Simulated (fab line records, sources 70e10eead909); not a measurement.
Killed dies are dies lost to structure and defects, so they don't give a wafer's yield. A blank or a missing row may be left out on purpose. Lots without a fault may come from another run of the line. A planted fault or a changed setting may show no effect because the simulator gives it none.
Chamber matching | flow nand_harc | NHARC_A_CHANNEL_FILL_D1_ETCHBACK_20 on rie_diel-06: 4 sister chambers
The step etches the open film in C4F8/O2/Ar, target depth 27 nm, time 13.5 s. 4 wafers are shown with their chamber, then 11 later ones without.

WAFERS WITH THEIR CHAMBER
wafer  | chamber | rf_vpp_V (V)
L076.1 | 3       | 984
L086.1 | 1       | 974
L086.2 | 0       | 988
L089.2 | 2       | 979

WAFERS WITHOUT THEIR CHAMBER
wafer  | rf_vpp_V (V)
L089.4 | 988
L089.5 | 987
L092.1 | 984
L092.4 | 978
L092.6 | 979
L091.1 | 983
L091.3 | 974
L091.6 | 980
L096.1 | 986
L096.2 | 987
L096.4 | 972

WHICH CHAMBER EACH WENT THROUGH
wafer  | from the rows above     | in truth
L089.4 | 0                       | 0
L089.5 | can't be placed: 0 or 3 | 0
L092.1 | 3                       | 3
L092.4 | 2                       | 2
L092.6 | 2                       | 2
L091.1 | 3                       | 3
L091.3 | 1                       | 1
L091.6 | 2                       | 2
L096.1 | can't be placed: 0 or 3 | 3
L096.2 | can't be placed: 0 or 3 | 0
L096.4 | 1                       | 1
Placed correctly: 8 of 11. Can't be placed from these rows: 3 (the true chamber is among the candidates in 3). Placed wrongly: 0.
How it was worked out, from the rows above alone: a wafer's distance from a chamber is the root of the sum, over the readings, of the square of ((its reading less the chamber's mean) divided by the reading's scatter). The wafer belongs to the nearest chamber; if the next one is less than 2 further off, it can't be placed. A chamber's mean is the mean of its shown wafers. The scatter: with one shown wafer a chamber, the root of the mean of the squares of how far each hidden wafer lies from its nearest shown one.
